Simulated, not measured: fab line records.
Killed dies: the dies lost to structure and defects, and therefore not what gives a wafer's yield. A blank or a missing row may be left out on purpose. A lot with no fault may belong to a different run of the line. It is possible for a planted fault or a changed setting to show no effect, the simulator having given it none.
Chamber matching    flow n5-finfet    N5_BEOL_M3_DEP_57 on pecvd-01 has 3 sister chambers
The step deposits SiCN from 3MS/NH3, target thk 8 nm, time 14 s. 24 wafers are shown with their chamber, then 12 later ones without.

== WAFERS, EACH WITH ITS CHAMBER ==
wafer   chamber  throttle-valve-pct (%)  showerhead-plenum-p-Torr (Torr)
L074.1  2        8.6                     3.665
L074.4  2        8.5                     3.679
L074.5  0        9.8                     3.675
L075.2  1        9.1                     3.660
L075.4  0        9.6                     3.674
L075.6  1        8.7                     3.645
L078.2  0        9.8                     3.666
L078.4  1        8.7                     3.662
L078.6  0        9.9                     3.672
L080.3  0        10.1                    3.674
L080.5  1        8.8                     3.651
L080.6  2        8.7                     3.670
L085.1  1        8.7                     3.663
L085.3  2        8.7                     3.666
L085.5  0        9.4                     3.675
L093.1  0        9.7                     3.681
L093.2  1        8.8                     3.655
L093.3  2        8.7                     3.675
L093.4  1        8.6                     3.658
L093.5  2        9.2                     3.669
L093.6  0        10.2                    3.679
L092.1  1        8.6                     3.666
L092.2  0        9.7                     3.680
L092.3  2        8.8                     3.685

SIGNATURES, as means of the wafers listed above
reading                   chamber 0  chamber 1  chamber 2  scatter within a chamber
throttle-valve-pct        9.800      8.750      8.743      0.213
showerhead-plenum-p-Torr  3.67511    3.65750    3.67271    0.00627
Rule: distance of a wafer from a chamber = root of the sum over the readings of ((wafer's reading minus chamber's mean) / reading's scatter) squared. If the next closest chamber is less than 2 further off than the closest, the wafer can't be placed; otherwise it belongs to the closest. The scatter is the square root of a quotient: the sum, over the shown wafers, of each reading's squared deviation from its chamber's mean, divided by wafers minus chambers.

== WAFERS WHOSE CHAMBER IS MISSING ==
wafer   throttle-valve-pct (%)  showerhead-plenum-p-Torr (Torr)
L092.4  8.9                     3.681
L092.5  8.7                     3.652
L092.6  9.8                     3.665
L095.1  8.8                     3.654
L095.2  9.8                     3.682
L095.3  8.7                     3.669
L095.4  8.8                     3.667
L095.5  8.6                     3.662
L095.6  9.9                     3.672
L096.1  8.6                     3.660
L096.4  8.7                     3.653
L096.5  10.0                    3.674

== THE CHAMBER EACH PASSED THROUGH ==
wafer   from the rows above      in truth
L092.4  2                        2
L092.5  1                        1
L092.6  0                        0
L095.1  1                        1
L095.2  0                        0
L095.3  can't be placed: 2 or 1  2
L095.4  can't be placed: 2 or 1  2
L095.5  can't be placed: 1 or 2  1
L095.6  0                        0
L096.1  can't be placed: 1 or 2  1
L096.4  1                        1
L096.5  0                        0
Correctly placed: 8 of 12. These rows do not allow placing 4 (true chamber among the candidates in 4). Wrongly placed: 0.
